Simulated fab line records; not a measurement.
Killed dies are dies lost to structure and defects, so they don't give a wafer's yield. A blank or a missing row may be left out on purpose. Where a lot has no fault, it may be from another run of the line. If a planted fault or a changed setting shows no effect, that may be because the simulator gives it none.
Check for tools in common | flow nandHarc | Lots sampled 14, wafers sampled 42

WHY THIS WAS OPENED
At NHARC_A_M0_THK_MEAS_24 the reading thkNm is flagged on 2 of 14 lots. Fault-free wafers read 114.1 nm, with a standard deviation of 1.8.
Rule: a lot is flagged when every wafer of it that has a number lies more than 4 standard deviations from that mean, or none has a number. As for the other lots, they are considered sound.

lot  | measured     | on           | thkNm (nm), wafer by wafer | flag
L986 | day 22 21:20 | filmMetro-02 | 114.1 113.7 115.4          | 
L987 | day 23 05:31 | filmMetro-01 | 115.0 114.4 109.6          | 
L988 | day 23 13:41 | filmMetro-02 | 114.1 114.5 112.5          | 
L995 | day 26 01:07 | filmMetro-02 | 29.7 29.0 29.9             | FLAGGED
L993 | day 26 02:16 | filmMetro-02 | 28.1 29.1 28.1             | FLAGGED
L999 | day 28 01:32 | filmMetro-02 | 113.1 115.3 112.3          | 
L101 | day 28 16:13 | filmMetro-01 | 113.5 114.0 115.0          | 
L100 | day 28 20:59 | filmMetro-02 | 113.4 113.0 114.1          | 
L103 | day 30 01:24 | filmMetro-01 | 113.8 114.9 111.5          | 
L105 | day 30 17:11 | filmMetro-02 | 115.9 115.9 112.8          | 
L104 | day 30 18:04 | filmMetro-01 | 115.6 116.8 114.7          | 
L107 | day 31 09:18 | filmMetro-02 | 116.0 114.9 112.3          | 
L108 | day 31 22:20 | filmMetro-02 | 113.7 119.5 116.1          | 
L109 | day 32 12:52 | filmMetro-02 | 112.0 114.2 113.3          | 
The mean of the flagged lots' numbers is 29.0 nm, -85.1 nm from the usual (-47 standard deviations).

WHICH TOOL EACH LOT WENT THROUGH
Before the reading, the record contains 4 process steps out of a 1302-step route. Read each cell as the tool, then ch plus the chambers that the sampled wafers visited, then the start.
lot  | flag    | NHARC_A_CONTACT_ALD_18             | NHARC_A_M0_DEGAS_28         | NHARC_A_M0_ECD_22             | NHARC_A_M0_CMP_23
L986 |         | aldMetal-03 ch 0,1,3, day 22 12:41 | pvdSputter-01, day 22 19:56 | ecdCu-01 ch 0,1, day 22 20:17 | cmp-03 ch 0,1,3, day 22 21:02
L987 |         | aldMetal-04 ch 0,3, day 22 21:00   | pvdSputter-02, day 23 04:05 | ecdCu-02 ch 0,1, day 23 04:31 | cmp-01 ch 0,1,3, day 23 05:11
L988 |         | aldMetal-03 ch 0,1,2, day 23 05:17 | pvdSputter-02, day 23 12:18 | ecdCu-01 ch 0,1, day 23 12:43 | cmp-01 ch 0,1,3, day 23 13:23
L995 | FLAGGED | aldMetal-01 ch 2,3, day 25 16:35   | pvdSputter-01, day 25 23:43 | ecdCu-01 ch 0,1, day 26 00:05 | cmp-03 ch 0,2, day 26 00:50
L993 | FLAGGED | aldMetal-04 ch 0,1,3, day 25 17:43 | pvdSputter-03, day 26 00:52 | ecdCu-01 ch 0,1, day 26 01:19 | cmp-01 ch 0,3, day 26 01:56
L999 |         | aldMetal-01 ch 2,3, day 27 16:35   | pvdSputter-03, day 27 23:50 | ecdCu-02 ch 0,1, day 28 00:15 | cmp-03 ch 0,2,3, day 28 01:17
L101 |         | aldMetal-01 ch 0,1,3, day 28 07:44 | pvdSputter-01, day 28 14:50 | ecdCu-02 ch 0,1, day 28 15:16 | cmp-02 ch 0,1,3, day 28 15:57
L100 |         | aldMetal-01 ch 1,2,3, day 28 12:40 | pvdSputter-03, day 28 19:36 | ecdCu-01 ch 0,1, day 28 20:03 | cmp-02 ch 0,1, day 28 20:40
L103 |         | aldMetal-04 ch 1,2,3, day 29 16:48 | pvdSputter-01, day 30 00:00 | ecdCu-01 ch 0,1, day 30 00:22 | cmp-03 ch 1,2,3, day 30 01:05
L105 |         | aldMetal-03 ch 0,1,3, day 30 08:31 | pvdSputter-01, day 30 15:48 | ecdCu-02 ch 0,1, day 30 16:11 | cmp-02 ch 0,2,3, day 30 16:55
L104 |         | aldMetal-04 ch 2,3, day 30 08:53   | pvdSputter-02, day 30 16:29 | ecdCu-01 ch 0,1, day 30 17:04 | cmp-01 ch 0,1,2, day 30 17:47
L107 |         | aldMetal-03 ch 1,2, day 31 00:40   | pvdSputter-03, day 31 07:54 | ecdCu-02 ch 0,1, day 31 08:22 | cmp-03 ch 2,3, day 31 09:01
L108 |         | aldMetal-04 ch 0,1, day 31 13:57   | pvdSputter-01, day 31 20:56 | ecdCu-02 ch 1, day 31 21:21   | cmp-01 ch 2,3, day 31 22:03
L109 |         | aldMetal-04 ch 1,2,3, day 32 04:10 | pvdSputter-03, day 32 11:29 | ecdCu-02 ch 0,1, day 32 11:54 | cmp-03 ch 0,2,3, day 32 12:34
These steps, and what they do:
- NHARC_A_CONTACT_ALD_18: deposits TiN, target thk 3 nm, pulse time 1 s, ald cycles 150.
- NHARC_A_M0_DEGAS_28: time 60 s.
- NHARC_A_M0_ECD_22: material Cu, target thk 400 nm.
- NHARC_A_M0_CMP_23: polishes, t overpolish 20 s, target thk 113.75 nm.
- NHARC_A_M0_THK_MEAS_24: measures by xrf.

FLAGGED AGAINST TOTAL, ONE TOOL AT A TIME (gauges that did the reading follow at the end)
step                   | tool          | lots run | flagged | share of the flagged lots | sound lots run after its first flagged lot
NHARC_A_CONTACT_ALD_18 | aldMetal-01   | 4        | 1       | some                      | 3 (L999,L101,L100)
NHARC_A_CONTACT_ALD_18 | aldMetal-03   | 4        | 0       | none                      | -
NHARC_A_CONTACT_ALD_18 | aldMetal-04   | 6        | 1       | some                      | 4 (L103,L104,L108,L109)
NHARC_A_M0_DEGAS_28    | pvdSputter-01 | 6        | 1       | some                      | 4 (L101,L103,L105,L108)
NHARC_A_M0_DEGAS_28    | pvdSputter-02 | 3        | 0       | none                      | -
NHARC_A_M0_DEGAS_28    | pvdSputter-03 | 5        | 1       | some                      | 4 (L999,L100,L107,L109)
NHARC_A_M0_ECD_22      | ecdCu-01      | 7        | 2       | all                       | 3 (L100,L103,L104)
NHARC_A_M0_ECD_22      | ecdCu-02      | 7        | 0       | none                      | -
NHARC_A_M0_CMP_23      | cmp-01        | 5        | 1       | some                      | 2 (L104,L108)
NHARC_A_M0_CMP_23      | cmp-02        | 3        | 0       | none                      | -
NHARC_A_M0_CMP_23      | cmp-03        | 6        | 1       | some                      | 4 (L999,L103,L107,L109)
NHARC_A_M0_THK_MEAS_24 | filmMetro-01  | 4        | 0       | none                      | -
NHARC_A_M0_THK_MEAS_24 | filmMetro-02  | 10       | 2       | all                       | 6 (L999,L100,L105,L107,L108,L109)

WHAT THE TABLE PERMITS
Table rows that saw every flagged lot: 2, namely ecdCu-01 at NHARC_A_M0_ECD_22 and filmMetro-02 at NHARC_A_M0_THK_MEAS_24.
- ecdCu-01 at NHARC_A_M0_ECD_22: 2 of its 7 lots flagged. Lots that were sound ran on it after the first flagged one (L100, L103, L104); a persistent fault on the entire tool would not allow that. On the flagged lots its readings are blank where sound lots have values: bathHeatDutyPct, bathTempC.
- filmMetro-02 at NHARC_A_M0_THK_MEAS_24: 2 of its 10 lots flagged. Lots that were sound ran on it after the first flagged one (L999, L100, L105, L107, L108, L109); a persistent fault on the entire tool would not allow that.
Every row of the table either missed a flagged lot or ran a sound lot after the first.

WHAT HAD BEEN PUT IN BY THE SIMULATOR
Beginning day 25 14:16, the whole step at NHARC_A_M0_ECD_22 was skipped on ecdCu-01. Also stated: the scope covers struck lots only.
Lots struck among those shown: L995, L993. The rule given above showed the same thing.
